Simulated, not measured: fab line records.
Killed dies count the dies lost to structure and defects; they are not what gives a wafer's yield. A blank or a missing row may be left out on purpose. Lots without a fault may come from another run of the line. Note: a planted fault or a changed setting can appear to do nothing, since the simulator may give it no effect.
Problem report in the 8D (eight disciplines) form, filled by code ; flow n5_finfet ; the parts of the form that need people (team, actions taken, sign-off) are left out

## 1. WHAT IS WRONG
At N5_MOL_CONTACT_COAG_ETCH_91, rf_fwd_power_W averages 1037 W over 9 wafers from 3 lots, while fault-free wafers read 835 W, standard deviation 3.1. That puts it +65 standard deviations away from the usual mean.
The step: etches SOC in N2/H2, target depth 60 nm, overetch 21 nm, time 101.2 s.
Earliest sighting: wafer L385.2 on rie_diel-01 at day 7 22:44. Wafers with a number at this step in the record: 15, from 5 lots. By rule, "out" or "out of limits" means more than 4 standard deviations away from the usual mean. The rest of the wafers with a number are treated as sound.

## 2. WHAT IT IS, WHAT IT ISN'T
question;is;is not
which readings at this step;rf_fwd_power_W, rf_vpp_V;drypump_motor_current_A, oes_product_au, showerhead_plenum_p_Torr, throttle_valve_pct
which lots;L385, L388, L390;L382, L396
which wafers of those lots;all that have a number;-
read on which tools;rie_diel-01;rie_diel-06
when;from day 7 22:44;"up to then (3 sound wafers); but 3 sound wafers of L396 came after"

## 3. THE SUSPECTS, EACH WITH WHAT RULES IT OUT
Counting: any tool at a process step up to the reading is kept as a suspect provided that every lot that is out went through it and no sound lot did after the first of them.
- rie_diel-01 at N5_MOL_CONTACT_COAG_ETCH_91 (etches SOC in N2/H2, target depth 60 nm, overetch 21 nm, time 101.2 s): kept. It processed each lot that is out, first L385 at day 7 22:44, and no sound lot thereafter; up to then, the last sound lot it processed was L382 at day 6 23:58. Its own rf_fwd_power_W, rf_vpp_V readings are out on those wafers.
The count leaves rie_diel-01 at N5_MOL_CONTACT_COAG_ETCH_91.

## 4. THE CAUSE (what the simulator had put in)
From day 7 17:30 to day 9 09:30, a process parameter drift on rie_diel-01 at N5_MOL_CONTACT_COAG_ETCH_91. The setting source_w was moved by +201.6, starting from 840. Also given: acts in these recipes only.
This tool alone remained once counting was done.

## 5. THE CHAIN OF EFFECTS, in route order
Rows list readings where the struck wafers' mean (over those with a number) sits beyond 3 standard deviations from the usual. Scope: only readings with a usual standard deviation given in the record; hours: median across lots of the time from each lot's start at the first step in this table that gives one to its start at this step; sigmas: change in usual standard deviations.
hours;step;reading;usual;on struck wafers;change;sigmas
0;N5_MOL_CONTACT_COAG_ETCH_91;rf_fwd_power_W;835 W;1037;+202;+65
0;N5_MOL_CONTACT_COAG_ETCH_91;rf_vpp_V;523.4 V;486.3;-37.1;-15
It contains these process steps:
- N5_MOL_CONTACT_COAG_ETCH_91: etches SOC in N2/H2, target depth 60 nm, overetch 21 nm, time 101.2 s.
Later steps that measure or inspect, where all struck wafers having a row at the step show a number for every such reading and not one has moved that far: N5_BEOL_M4_RC_MEAS_101.

## 6. HOW IT WOULD HAVE BEEN CAUGHT EARLIER
The fault began at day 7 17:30; the first out-of-limits reading in this record came at day 7 22:44, 5 hours later.
